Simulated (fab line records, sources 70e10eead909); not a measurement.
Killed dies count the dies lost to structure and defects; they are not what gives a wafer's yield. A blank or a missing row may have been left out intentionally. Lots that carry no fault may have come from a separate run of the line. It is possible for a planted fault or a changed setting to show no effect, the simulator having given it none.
fab line records | flow nandHarc
record lots=5 wafers=15 lastDay=24
route steps=1159 shown P_GATE@155 END@1159
lots that met no fault: taken from a fault-free run of the same line
startH: hours from the record's first day to the start of the lot's first wafer shown | waitH: how many hours have passed since the lot's step before this one | " identical to the entry in the row above | L1.1+2: a single row standing in for several wafers | - no value present, or no start provided | * or withheld: withheld | < > ~ a bound
route shown NAME@n: a module of which the file shows steps, and the number in the route of the first | usual: mean and standard deviation over wafers with no fault | same: alike in all rows | chamber/n: place in a boat | sites: readings site by site | _std_site: how widely they spread, as a standard deviation | _edge_site: the outer-site mean with the inner-site mean subtracted | radiusMm: how far each site lies from the wafer's centre | mask NAME#n: copy n | behind: the most recent tool/chamber to have shaped the wafer | hold: why the lot went on hold/how many hours it stayed there/how the hold came to an end | device: which transistor (n, p or np) failed to switch | end of line: tests of these same wafers at the route's end | a step with no rows: only its recipe | killed: count of dies lost to structure and defects at first sort (not the wafer's yield) | map: per-die view of a wafer (x killed, . not killed, _ where there is no die)
set.NAME: the setting as run; set.NAME@STEP: as run at that earlier step | model.NAME: the simulator's own value behind a step, which no gauge read
a table for each step, a row for each wafer; lots at some steps of the route
services: from which hour (startH, from the record's first day; less than 0 if before it) a tool's chamber was out of use, for how many hours, and why
## steps
# step NHARC_P_GATE_ALD_36
# recipe targetThkA=200 pulseTimeS=60 aldCycles=223 tempC=400 material=SiNx
# usual heaterPowerW=779/63 precursorPulseHeightRel=1.001/0.02
# columns lot.wafer tool chamber startH waitH heaterPowerW precursorPulseHeightRel
L111.1 aldSin-04 0 105.33 - 758 1.004
L111.3 " 2 107.40 - 807 0.965
L111.6 " 0 109.46 - 739 1.042
L122.3 aldSin-01 2 169.40 - 703 1.001
L122.1 " 1 172.58 - 779 1.009
L122.6 " 3 174.69 - 792 1.030
L130.2 aldSin-01 1 213.11 - 776 1.004
L130.4 " 2 214.16 - 731 1.029
L130.5 " 2 218.35 - 727 1.015
L129.3 aldSin-04 1 215.83 - 744 0.992
L129.2 " 2 216.90 - 857 1.002
L129.5 " 3 217.96 - 782 0.989
L132.3 aldSin-01 3 224.20 - 786 0.943
L132.1 " 0 225.26 - 707 1.030
L132.5 " 3 228.43 - 765 0.997
# step NHARC_P_GATE_ETCHBACK_37
# recipe targetDepthA=345 timeS=17.2 chf3FlowSccm=50 o2FlowSccm=10 arFlowSccm=200 rfW=500 biasW=200 chemistry=CHF3/O2
# usual drypumpMotorCurrentA=5.9/0.39 oesProductAu=0.94/0.035 rfVppV=370.7/2.9 showerheadPlenumPTorr=2.40/0.12 throttleValvePct=20.572/0.0094
# columns lot.wafer tool chamber startH waitH drypumpMotorCurrentA oesProductAu rfHoursCounterH rfVppV showerheadPlenumPTorr throttleValvePct
L111.1 rieDiel-12 0 - - 6.1 0.92 31 374.0 2.52 20.553
L111.3 " 2 " " 5.3 0.93 30 367.5 2.30 20.553
L111.6 " 0 " " 6.1 0.93 - 373.8 2.52 20.580
L122.3 rieDiel-03 3 - - 6.6 0.91 27 369.2 2.35 20.562
L122.1 " 1 " " 6.0 0.93 26 367.7 2.26 20.572
L122.6 " 2 " " 5.5 0.92 - 373.3 2.54 20.575
L130.2 rieDiel-12 0 - - 6.1 0.92 5 373.2 2.50 20.565
L130.4 " 1 " " 5.9 0.93 5 375.3 2.60 20.566
L130.5 " 2 " " 5.4 0.90 - 368.2 2.29 20.579
L129.3 rieDiel-11 1 - - 5.7 0.94 11 375.2 2.57 20.571
L129.2 " 2 " " 6.1 0.92 11 375.5 2.59 20.570
L129.5 " 2 " " 6.1 0.91 - 374.0 2.59 20.580
L132.3 rieDiel-11 1 - - 5.7 0.93 14 373.4 2.57 20.567
L132.1 " 0 " " 5.8 0.92 16 367.6 2.29 20.573
L132.5 " 2 " " 6.1 0.91 - 373.7 2.59 20.579
# step NHARC_P_GATE_STRIP_101
# recipe timeS=20 o2FlowSccm=500 arFlowSccm=0 biasW=0 chemistry=O2
# usual drypumpMotorCurrentA=5.9/0.39 oesProductAu=0.995/0.013 rfVppV=57.7/1 showerheadPlenumPTorr=3.52/0.18 throttleValvePct=17.036/0.0094
# columns lot.wafer tool chamber startH waitH drypumpMotorCurrentA oesProductAu rfHoursCounterH rfVppV showerheadPlenumPTorr throttleValvePct
L111.3 rieDiel-12 0 114.78 0.1 6.1 0.996 31 58.6 3.70 17.039
L111.1 " 3 " " 5.5 0.971 29 57.4 3.67 17.043
L111.6 " 0 " " 6.1 0.988 - 59.7 3.70 17.039
L122.3 rieDiel-03 2 179.02 0.1 5.5 0.991 25 59.0 3.72 17.037
L122.1 " 1 " " 6.0 1.000 26 57.1 3.33 17.033
L122.6 " 3 " " 6.7 0.979 - 57.6 3.45 17.032
L130.2 rieDiel-12 0 222.96 0.3 6.1 0.985 5 58.6 3.67 17.039
L130.4 " 3 " " 5.6 1.003 6 58.8 3.65 17.048
L130.5 " 0 " " 6.1 0.989 - 57.5 3.68 17.033
L129.2 rieDiel-11 1 223.36 0.1 5.7 1.019 11 57.7 3.77 17.024
L129.3 " 0 " " 5.8 0.995 12 56.3 3.38 17.035
L129.5 " 2 " " 6.1 0.994 - 58.8 3.80 17.036
L132.1 rieDiel-11 0 232.77 0.1 5.8 1.007 16 58.5 3.37 17.051
L132.3 " 1 " " 5.7 1.033 14 59.4 3.77 17.034
L132.5 " 3 " " 6.6 1.010 - 56.0 3.34 17.026
# step NHARC_P_GATE_PRECLEAN_97
# recipe timeS=600 tempC=120 chemistry=SPM
# step NHARC_P_GATE_SRD_98
# step NHARC_P_GATE_PRECLEAN_99
# recipe timeS=* tempC=50 bathAgeMin=0 chemistry=SC1
# step NHARC_P_GATE_SRD_100
# step NHARC_P_GATE_DEHYDRATE_38
# recipe tempC=150 timeS=120
# step NHARC_P_GATE_HMDS_39
# recipe timeS=30
# step NHARC_P_GATE_COAT_40
# recipe spinRpm=3000
# step NHARC_P_GATE_SOFTBAKE_41
# recipe tempC=122 timeS=95
# step NHARC_P_GATE_EBR_42
# step NHARC_P_GATE_EXPOSE_43
# recipe na=0.6 targetCdNm=720 doseMj=14.81 maskId=P_NSD
# usual exposureDoseMJCm2=14.810/0.016 reticleTempC=23.00/0.1 stageVelMmS=500.04/0.26
# columns lot.wafer tool chamber startH waitH mask exposureDoseMJCm2 reticleTempC stageVelMmS
L111.1 krfScanner-04 0 115.55 - P_HVPW#0 14.831 22.97 500.26
L111.3 " 0 " " P_HVPW#0 14.816 22.96 500.00
L111.6 " 0 " " P_HVPW#0 14.795 22.97 500.04
L122.1 krfScanner-03 0 179.79 - P_NSD#0 14.765 23.03 500.13
L122.3 " 0 " " P_NSD#0 14.796 22.93 499.96
L122.6 " 0 " " P_NSD#0 14.783 23.12 499.83
L130.2 krfScanner-03 0 223.76 - P_NSD#0 14.806 22.80 499.99
L130.4 " 0 " " P_NSD#0 14.804 22.79 500.18
L130.5 " 0 " " P_NSD#0 14.807 22.92 500.00
L129.2 krfScanner-04 0 224.15 - P_NSD#0 14.823 23.07 499.95
L129.3 " 0 " " P_NSD#0 14.803 23.02 500.09
L129.5 " 0 " " P_NSD#0 14.807 22.99 499.90
L132.1 krfScanner-04 0 233.40 - P_NSD#0 14.817 22.97 499.93
L132.3 " 0 " " P_NSD#0 14.824 22.87 500.01
L132.5 " 0 " " P_NSD#0 14.829 23.12 499.82
# step NHARC_P_GATE_PEB_44
# recipe pebTempC=118 pebTimeS=85
# step NHARC_P_GATE_DEVELOP_45
# recipe timeS=70
# step NHARC_P_GATE_CD_MEAS_46
# recipe targetCdNm=720 landingEnergyEv=500
# usual cdNm=719.5/1.9
# same landingEnergyEv=500
# columns lot.wafer tool chamber startH waitH cdNm
L111.1 cdSem-02 0 115.70 - -
L111.3 " 0 " " -
L111.6 " 0 " " -
L122.1 cdSem-03 0 179.95 - 718.6
L122.3 " 0 " " 717.5
L122.6 " 0 " " 720.5
L130.2 cdSem-03 0 223.91 - 718.9
L130.4 " 0 " " 718.7
L130.5 " 0 " " 721.3
L129.2 cdSem-03 0 224.30 - 718.5
L129.3 " 0 " " 722.0
L129.5 " 0 " " 723.0
L132.1 cdSem-01 0 233.56 - 720.9
L132.3 " 0 " " 717.8
L132.5 " 0 " " 718.0
# step NHARC_P_GATE_HARDBAKE_47
# recipe tempC=125 timeS=80
# step NHARC_END_SORT_01
# recipe tempC=25
# usual killedAtArray=25/10 killedAtOther=0.6/0.91 killedAtPeriphery=3.6/2.9 killedDies=29/10 killedOpen=3.3/2 killedShort=1.9/1.5
# same grossDies=677
# columns lot.wafer tool chamber startH waitH killedAtArray killedAtOther killedAtPeriphery killedDies killedOpen killedShort
L111.1 prober-02 0 467.99 2.5 17 0 660 677 1 1
L111.3 prober-02 0 469.60 3.1 17 0 660 677 7 2
L111.6 prober-02 0 472.02 4.0 11 1 665 677 1 1
L122.1 prober-02 0 514.98 2.5 28 0 3 31 2 2
L122.6 prober-02 0 518.93 3.9 27 0 5 32 3 4
# killed by level:class
L111.1 P_GATE:areaExpose=657 A_SLIT:chamberFilmFlake=12 P_STI:chamberFilmFlake=2 A_CHANNEL_HOLE_D1:chamberFilmFlake=2 P_GATE:geometricParticle:short=1 A_SOURCE_PLATE:geometricParticle:open=1 A_WL_FILL:chamberFilmFlake=1 A_CONTACT:chamberFilmFlake=1
L111.3 P_GATE:areaExpose=659 A_SLIT:chamberFilmFlake=7 A_CONTACT:geometricParticle:open=3 A_WL_FILL:geometricParticle:short=2 A_BLC:geometricParticle:open=2 A_CONTACT:chamberFilmFlake=2 P_M1:geometricParticle:open=1 A_CHANNEL_HOLE_D1:geometricParticle:open=1
L111.6 P_GATE:areaExpose=664 A_CONTACT:chamberFilmFlake=4 A_CHANNEL_HOLE_D1:chamberFilmFlake=2 A_SLIT:chamberFilmFlake=2 A_WL_FILL:geometricParticle:short=1 A_M1:geometricParticle:open=1 P_STI:chamberFilmFlake=1 A_STAIRCASE:chamberFilmFlake=1
L122.1 A_CHANNEL_HOLE_D1:chamberFilmFlake=19 A_STAIRCASE:chamberFilmFlake=4 P_ZERO_WELL:chamberFilmFlake=2 A_CHANNEL_FILL_D1:geometricParticle:short=1 A_WL_FILL:geometricParticle:short=1 A_BLC:geometricParticle:open=1 A_M1:geometricParticle:open=1 P_GATE:chamberFilmFlake=1
L122.6 A_CHANNEL_HOLE_D1:chamberFilmFlake=10 A_STAIRCASE:chamberFilmFlake=7 A_ZERO_WELL:chamberFilmFlake=2 A_CONTACT:chamberFilmFlake=2 P_CONTACT:geometricParticle:short=1 P_CONTACT:geometricParticle:open=1 P_M1:geometricParticle:short=1 A_CHANNEL_FILL_D1:geometricParticle:short=1
# map L111.1 (x killed, . not)
____________x____________
_________xxxxxxx_________
_______xxxxxxxxxxx_______
______xxxxxxxxxxxxx______
_____xxxxxxxxxxxxxxx_____
____xxxxxxxxxxxxxxxxx____
____xxxxxxxxxxxxxxxxx____
___xxxxxxxxxxxxxxxxxxx___
___xxxxxxxxxxxxxxxxxxx___
__xxxxxxxxxxxxxxxxxxxxx__
__xxxxxxxxxxxxxxxxxxxxx__
_xxxxxxxxxxxxxxxxxxxxxxx_
_xxxxxxxxxxxxxxxxxxxxxxx_
_xxxxxxxxxxxxxxxxxxxxxxx_
_xxxxxxxxxxxxxxxxxxxxxxx_
_xxxxxxxxxxxxxxxxxxxxxxx_
xxxxxxxxxxxxxxxxxxxxxxxxx
xxxxxxxxxxxxxxxxxxxxxxxxx
xxxxxxxxxxxxxxxxxxxxxxxxx
xxxxxxxxxxxxxxxxxxxxxxxxx
xxxxxxxxxxxxxxxxxxxxxxxxx
_xxxxxxxxxxxxxxxxxxxxxxx_
_xxxxxxxxxxxxxxxxxxxxxxx_
_xxxxxxxxxxxxxxxxxxxxxxx_
_xxxxxxxxxxxxxxxxxxxxxxx_
_xxxxxxxxxxxxxxxxxxxxxxx_
__xxxxxxxxxxxxxxxxxxxxx__
__xxxxxxxxxxxxxxxxxxxxx__
___xxxxxxxxxxxxxxxxxxx___
___xxxxxxxxxxxxxxxxxxx___
____xxxxxxxxxxxxxxxxx____
____xxxxxxxxxxxxxxxxx____
_____xxxxxxxxxxxxxxx_____
______xxxxxxxxxxxxx______
_______xxxxxxxxxxx_______
_________xxxxxxx_________
____________x____________
# map L129.3 (x killed, . not)
____________.____________
_________......._________
_______..........._______
______.............______
_____...x..........._____
____.................____
____........x..x.....____
___.......x...........___
___...................___
__.........x...........__
__.....x...............__
_.........x............._
_x......x..............._
_.x....................._
_.......x..............._
_........x.............._
.x...................x...
.x.x.....x...............
.........................
xx.........x.......x.....
....x........x...x.......
_.x....................._
_......................._
_......................._
_......................._
_......................._
__.....................__
__.....................__
___...................___
___....x..............___
____.................____
____..........x......____
_____..............._____
______.x.....x.....______
_______........x.._______
_________......._________
____________.____________
## services
# columns tool chamber startH hours kind
rieDiel-12 0 83.46 - clean
rieDiel-12 1 83.46 - clean
rieDiel-12 2 83.46 - clean
rieDiel-12 3 83.46 - clean
aldSin-01 3 87.12 6.3 repair
krfScanner-04 - 89.32 19.1 repair
rieDiel-11 0 95.09 - clean
rieDiel-11 1 95.09 - clean
rieDiel-11 2 95.09 - clean
rieDiel-11 1 104.11 4.5 repair
aldSin-04 3 119.35 5.6 repair
krfScanner-04 - 126.00 4.0 pm
aldSin-04 0 135.17 11.4 repair
aldSin-04 1 139.08 3.2 repair
rieDiel-03 3 148.73 7.9 repair
rieDiel-11 - 155.07 0.5 repair
aldSin-04 2 167.51 3.1 repair
krfScanner-03 - 168.00 4.0 pm
krfScanner-03 - 176.91 0.6 repair
aldSin-04 - 187.24 10.0 pm
rieDiel-11 - 189.52 9.0 pm
rieDiel-12 - 202.53 9.0 pm
krfScanner-04 - 204.44 0.3 repair
rieDiel-03 - 215.30 9.0 pm
## key
firstSign step=NHARC_P_GATE_EXPOSE_43 reading=mask direction=changed
effect step=NHARC_P_GATE_CD_MEAS_46 reading=cdNm direction=missing
effect step=NHARC_END_SORT_01 reading=killedAtPeriphery direction=up sigmas=99+ usual=3.6 struck=661.7
moreKillsBornAt NHARC_P_GATE_EXPOSE_43@krfScanner-04=1980
metAt NHARC_P_GATE_EXPOSE_43
struckWafers L111.1,L111.3,L111.6
laterRowsLeftOut L111.1,L111.3,L111.6
testerLeftOut L111
fault kind=wrongMask tool=any chamber=- onsetH=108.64 steps=NHARC_P_GATE_EXPOSE_43 auxCopy=P_HVPW#0 scope=struckLotsOnly
# testerLeftOut: of these lots the tester's yield and bins aren't shown, on N5 and GAA mostly nor the transistor test; their killed dies are dies lost to structure and defects alone, not to doping, threshold or leakage, so they don't give the yield
# laterRowsLeftOut: the simulator's readings of these wafers behind a module that went badly wrong aren't trusted and aren't shown, but for the sort
